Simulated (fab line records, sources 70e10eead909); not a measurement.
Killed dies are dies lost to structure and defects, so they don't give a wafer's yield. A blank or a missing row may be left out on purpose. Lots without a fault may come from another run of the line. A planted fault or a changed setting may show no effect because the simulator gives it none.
fab line records | flow nand_harc
record lots=14 wafers=42 last_day=34
route steps=1302 shown A_WL_FILL@965 A_BONDPAD@1232 THIN_TSV@1270 END@1302
lots that met no fault: from a run of the same line without faults
start_h: hours from the record's first day to the start of the lot's first wafer shown | wait_h: hours since the lot's step before | " the same as in the row above | L1.1+2: a row that stands for several wafers | - no value, or no start given | * or withheld: withheld | < > ~ a bound
route shown NAME@n: a module of which the file shows steps, and the number in the route of the first | usual: mean/standard deviation of fault-free wafers | same: alike in all rows | chamber/n: place in a boat | sites: the reading at each site | _std_site: their standard deviation | _edge_site: outer sites' mean less inner sites' | radius_mm: how far each site lies from the wafer's centre | mask NAME#n: copy n | behind: the tool/chamber that last shaped the wafer | hold: why the lot was held/for how many hours/how that ended | device: the transistor (n, p or np) that didn't switch | end of line: the same wafers' tests at the end of the route | a step without rows: its recipe alone | killed: dies lost to structure and defects at the first sort, not the wafer's yield | map: a wafer's dies, x killed, . not, _ none there
set.NAME: the setting as run; set.NAME@STEP: as run at that earlier step | model.NAME: the simulator's own value behind a step, which no gauge read
steps of the route over a sample of lots; a table a step, a row a wafer
services: from which hour (start_h, from the record's first day; less than 0 if before it) a tool's chamber was out of use, for how many hours, and why
## steps
# step NHARC_A_WL_FILL_ALD_10
# recipe target_thk_a=500 pulse_time_s=10 ald_cycles=500 temp_c=300 material=SiO2
# usual heater_power_w=463/42 precursor_pulse_height_rel=0.999/0.02
# columns lot.wafer tool chamber start_h wait_h heater_power_w precursor_pulse_height_rel
L418.2 ald_hk-04 3 481.72 0.1 470 0.999
L418.1 " 1 482.76 1.1 484 0.984
L418.5 " 0 484.32 2.7 468 1.005
L419.1 ald_hk-04 3 490.04 0.1 475 0.990
L419.3 " 1 491.06 1.1 480 1.017
L419.5 " 0 492.60 2.6 480 1.015
L421.2 ald_hk-02 0 503.01 0.1 484 0.987
L421.3 " 3 504.57 1.6 520 0.971
L421.5 " 0 " " 487 1.032
L420.3 ald_hk-04 3 504.07 1.1 481 1.006
L420.2 " 0 " " 484 0.998
L420.5 " 2 505.65 2.7 405 0.975
L422.3 ald_hk-02 1 521.41 1.1 426 0.982
L422.5 " 0 524.47 4.1 484 0.995
L422.6 " 1 525.49 5.1 430 0.985
L424.2 ald_hk-01 2 545.70 0.6 533 0.965
L424.1 " 3 " " 501 1.000
L424.5 " 1 547.25 2.1 378 0.993
L423.1 ald_hk-02 0 545.99 0.9 462 1.030
L423.4 " 1 " " 411 1.014
L423.6 " 3 547.55 2.4 499 1.008
L425.2 ald_hk-01 2 557.81 0.1 522 0.980
L425.3 " 1 559.36 1.6 385 0.975
L425.5 " 2 " " 541 1.005
L433.3 ald_hk-02 0 621.03 1.1 452 1.005
L433.6 " 2 622.07 2.1 476 1.041
L433.5 " 3 " " 491 1.014
L431.4 ald_hk-01 1 634.11 0.6 386 0.962
L431.6 " 0 635.67 2.2 432 0.995
L431.5 " 1 " " 381 0.987
L432.4 ald_hk-02 2 635.05 1.5 487 0.979
L432.2 " 0 636.06 2.5 470 1.037
L432.5 " 1 " " 411 1.004
L438.2 ald_hk-02 1 691.81 0.6 417 1.017
L438.1 " 2 " " 492 1.030
L438.5 " 0 693.34 2.1 463 0.972
L439.1 ald_hk-01 2 703.83 2.1 509 1.000
L439.4 " 0 708.02 6.3 434 1.003
L439.6 " 2 712.20 10.5 511 0.995
L440.1 ald_hk-02 1 725.94 2.6 417 1.017
L440.3 " 2 " " 463 1.023
L440.5 " 0 727.46 4.1 484 1.012
# step NHARC_A_BONDPAD_THK_MEAS_20
# recipe thk_meas_gauge=xrf
# usual thk_nm=169.5/1.6
# columns lot.wafer tool chamber start_h wait_h thk_nm
L418.1 film_metro-01 - 544.82 - 169.3
L418.2 " - " " 172.6
L418.5 " - " " 170.6
L419.1 film_metro-01 - 550.57 - 172.1
L419.3 " - " " 168.7
L419.5 " - " " 169.9
L420.2 film_metro-02 - 564.21 - 172.8
L420.3 " - " " 169.4
L420.5 " - " " 171.5
L421.2 film_metro-02 - 564.99 - 168.2
L421.3 " - " " 167.0
L421.5 " - " " 170.7
L422.3 film_metro-02 - 586.42 - 171.3
L422.5 " - " " 168.4
L422.6 " - " " 169.4
L423.1 film_metro-02 - 604.63 - 171.0
L423.4 " - " " 166.9
L423.6 " - " " 168.5
L424.1 film_metro-02 - 606.60 - 171.0
L424.2 " - " " 165.5
L424.5 " - " " 169.9
L425.2 film_metro-02 - 615.89 - 171.5
L425.3 " - " " 167.8
L425.5 " - " " 169.3
L433.3 film_metro-02 - 678.75 - 167.6
L433.5 " - " " 168.0
L433.6 " - " " 167.9
L431.4 film_metro-02 - 697.86 - 167.7
L431.5 " - " " 166.7
L431.6 " - " " 171.8
L432.2 film_metro-02 - 701.20 - 168.9
L432.4 " - " " 170.2
L432.5 " - " " 171.7
L438.1 film_metro-02 - 748.56 - 171.3
L438.2 " - " " 169.0
L438.5 " - " " 168.2
L439.1 film_metro-01 - 769.12 - 170.7
L439.4 " - " " 171.0
L439.6 " - " " 171.6
L440.1 film_metro-02 - 788.45 - 168.5
L440.3 " - " " 169.8
L440.5 " - " " 169.5
# step NHARC_THIN_TSV_DEGAS_49
# recipe temp_c=300 time_s=120
# usual heater_power_w=460/27
# columns lot.wafer tool chamber start_h wait_h heater_power_w
L418.1 pvd_sputter-02 - 560.27 0.1 470
L418.2 " - " " 516
L418.5 " - " " 477
L419.3 pvd_sputter-02 - 567.81 0.1 484
L419.1 " - " " 429
L419.5 " - " " 459
L420.3 pvd_sputter-02 - 581.39 0.1 418
L420.2 " - " " 499
L420.5 " - " " 475
L421.3 pvd_sputter-03 - 582.57 0.1 423
L421.2 " - " " 445
L421.5 " - " " 421
L422.3 pvd_sputter-01 - 604.72 0.1 485
L422.6 " - " " 445
L422.5 " - " " 444
L423.4 pvd_sputter-02 - 620.00 0.1 512
L423.1 " - " " 427
L423.6 " - " " 536
L424.1 pvd_sputter-01 - 621.18 0.1 455
L424.2 " - " " 442
L424.5 " - " " 450
L425.3 pvd_sputter-01 - 631.49 0.1 475
L425.2 " - " " 442
L425.5 " - " " 475
L433.3 pvd_sputter-02 - 698.29 0.1 420
L433.6 " - " " 464
L433.5 " - " " 484
L431.4 pvd_sputter-01 - 717.52 0.1 445
L431.6 " - " " 446
L431.5 " - " " 482
L432.2 pvd_sputter-03 - 718.66 0.1 483
L432.4 " - " " 443
L432.5 " - " " 469
L438.1 pvd_sputter-03 - 766.48 0.2 432
L438.2 " - " " 445
L438.5 " - " " 438
L439.1 pvd_sputter-03 - 784.28 0.1 474
L439.4 " - " " 444
L439.6 " - " " 460
L440.1 pvd_sputter-02 - 803.67 0.1 468
L440.3 " - " " 421
L440.5 " - " " 469
# step NHARC_THIN_TSV_PRE_CLEAN_54
# recipe time_s=30 temp_c=280 gas=H2/He
# usual heater_power_w=400/24
# columns lot.wafer tool chamber start_h wait_h heater_power_w
L418.1 pvd_sputter-01 - 562.35 0.1 373
L418.2 " - " " 450
L418.5 " - " " 437
L419.1 pvd_sputter-03 - 569.95 0.1 377
L419.3 " - " " 415
L419.5 " - " " 387
L420.2 pvd_sputter-03 - 583.43 0.1 371
L420.3 " - " " 382
L420.5 " - " " 372
L421.2 pvd_sputter-03 - 584.66 0.1 357
L421.3 " - " " 374
L421.5 " - " " 369
L422.3 pvd_sputter-02 - 606.80 0.1 379
L422.6 " - " " 440
L422.5 " - " " 419
L423.1 pvd_sputter-03 - 622.10 0.1 376
L423.4 " - " " 369
L423.6 " - " " 398
L424.2 pvd_sputter-03 - 623.57 0.1 379
L424.1 " - " " 401
L424.5 " - " " 392
L425.3 pvd_sputter-02 - 633.55 0.0 375
L425.2 " - " " 441
L425.5 " - " " 374
L433.3 pvd_sputter-03 - 700.32 0.0 411
L433.5 " - " " 406
L433.6 " - " " 390
L431.4 pvd_sputter-03 - 719.60 0.1 423
L431.5 " - " " 424
L431.6 " - " " 406
L432.2 pvd_sputter-02 - 720.72 0.1 415
L432.4 " - " " 433
L432.5 " - " " 422
L438.2 pvd_sputter-02 - 768.54 0.0 378
L438.1 " - " " 437
L438.5 " - " " 414
L439.1 pvd_sputter-02 - 786.33 0.0 414
L439.4 " - " " 426
L439.6 " - " " 427
L440.1 pvd_sputter-02 - 805.73 0.1 428
L440.3 " - " " 366
L440.5 " - " " 419
# step NHARC_END_SORT_01
# recipe temp_c=25
# usual killed_at_array=56/17 killed_at_other=0.9/1.2 killed_at_periphery=3.9/2.5 killed_dies=61/17 killed_open=3.2/1.8 killed_short=2.7/1.7
# same gross_dies=677
# columns lot.wafer tool chamber start_h wait_h killed_at_array killed_at_other killed_at_periphery killed_dies killed_open killed_short
L433.3 prober-01 0 712.21 3.1 24 0 5 29 3 2
L433.5 prober-01 0 713.78 3.6 29 0 4 33 3 3
L433.6 prober-01 0 714.56 3.9 108 0 6 114 4 2
L432.2 prober-01 0 732.19 2.8 68 1 4 73 3 4
L432.4 prober-01 0 733.78 3.4 139 3 1 143 2 3
L432.5 prober-01 0 734.57 3.7 69 3 7 79 5 3
# killed by level:class
L433.3 A_CONTACT:chamber_film_flake=6 A_CHANNEL_HOLE_D1:chamber_film_flake=5 A_SLIT:chamber_film_flake=5 P_STI:chamber_film_flake=4 A_CHANNEL_FILL_D1:geometric_particle:open=1 A_DECK1_JOINT:geometric_particle:short=1 A_DECK1_JOINT:geometric_particle:open=1 A_CHANNEL_HOLE_D2:geometric_particle:short=1
L433.5 A_CHANNEL_HOLE_D1:chamber_film_flake=11 A_WL_FILL:chamber_film_flake=4 P_STI:chamber_film_flake=3 A_STAIRCASE:chamber_film_flake=3 A_SLIT:chamber_film_flake=3 A_CONTACT:chamber_film_flake=3 A_M1:geometric_particle:open=2 P_CONTACT:geometric_particle:open=1
L433.6 A_WL_FILL:unspecified=69 A_CHANNEL_HOLE_D1:chamber_film_flake=12 A_CONTACT:chamber_film_flake=8 A_SLIT:chamber_film_flake=6 P_STI:chamber_film_flake=5 A_M1:geometric_particle:open=2 A_ZERO_WELL:chamber_film_flake=2 A_WL_FILL:chamber_film_flake=2
L432.2 A_CHANNEL_HOLE_D1:chamber_film_flake=30 A_CHANNEL_HOLE_D2:chamber_film_flake=21 A_CONTACT:chamber_film_flake=3 A_M0:geometric_particle:open=2 P_CONTACT:chamber_film_flake=2 A_ZERO_WELL:chamber_film_flake=2 A_CHANNEL_FILL_D1:chamber_film_flake=2 A_SLIT:chamber_film_flake=2
L432.4 A_WL_FILL:unspecified=67 A_CHANNEL_HOLE_D1:chamber_film_flake=31 A_CHANNEL_HOLE_D2:chamber_film_flake=21 A_SLIT:chamber_film_flake=5 A_CONTACT:chamber_film_flake=5 A_STAIRCASE:chamber_film_flake=3 THIN_TSV:chamber_film_flake=3 A_ZERO_WELL:chamber_film_flake=2
L432.5 A_CHANNEL_HOLE_D1:chamber_film_flake=31 A_CHANNEL_HOLE_D2:chamber_film_flake=22 P_CONTACT:chamber_film_flake=4 A_SLIT:chamber_film_flake=3 A_WL_FILL:chamber_film_flake=3 A_ZERO_WELL:chamber_film_flake=2 A_CONTACT:chamber_film_flake=2 THIN_TSV:chamber_film_flake=2
## services
# columns tool chamber start_h hours kind
pvd_sputter-02 - 460.00 10.0 pm
ald_hk-01 - 476.10 10.0 pm
pvd_sputter-03 - 526.00 10.0 pm
ald_hk-02 0 526.86 10.0 vent_cycle
ald_hk-02 2 526.86 10.0 vent_cycle
ald_hk-02 3 526.86 10.0 vent_cycle
ald_hk-02 0 536.86 - clean
ald_hk-02 1 536.86 - clean
ald_hk-02 2 536.86 - clean
ald_hk-02 3 536.86 - clean
pvd_sputter-01 - 565.69 4.7 repair
pvd_sputter-01 - 582.17 10.0 pm
ald_hk-01 - 602.69 1.0 repair
ald_hk-04 - 612.52 10.0 pm
pvd_sputter-02 - 638.00 10.0 pm
ald_hk-01 - 657.58 10.0 pm
ald_hk-01 - 679.92 0.7 repair
pvd_sputter-03 - 704.00 10.0 pm
ald_hk-02 - 706.84 10.0 pm
ald_hk-01 - 722.50 0.2 repair
pvd_sputter-01 - 760.17 10.0 pm
pvd_sputter-02 - 780.06 3.6 repair
pvd_sputter-01 - 781.69 1.0 repair
ald_hk-04 - 792.55 10.0 pm
## key
first_sign step=NHARC_END_SORT_01 reading=killed_at_array direction=up sigmas=4 usual=56 struck=124
effect step=NHARC_END_SORT_01 reading=killed_dies direction=up sigmas=4 usual=61 struck=128
more_kills_born_at NHARC_A_WL_FILL_ALD_10@ald_hk-02=136
met_at NHARC_A_WL_FILL_ALD_10
struck_lots L432,L433
struck_wafers L432.4,L433.6
tester_left_out L432,L433
not_acting_at NHARC_A_BONDPAD_THK_MEAS_20,NHARC_THIN_TSV_DEGAS_49,NHARC_THIN_TSV_PRE_CLEAN_54
fault kind=chamber_particle_source tool=ald_hk-02 chamber=2 onset_h=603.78 steps=NHARC_A_WL_FILL_ALD_10 rate_per_visit_cm2=0.54991 end_h=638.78
# tester_left_out: of these lots the tester's yield and bins aren't shown, on N5 and GAA mostly nor the transistor test; their killed dies are dies lost to structure and defects alone, not to doping, threshold or leakage, so they don't give the yield
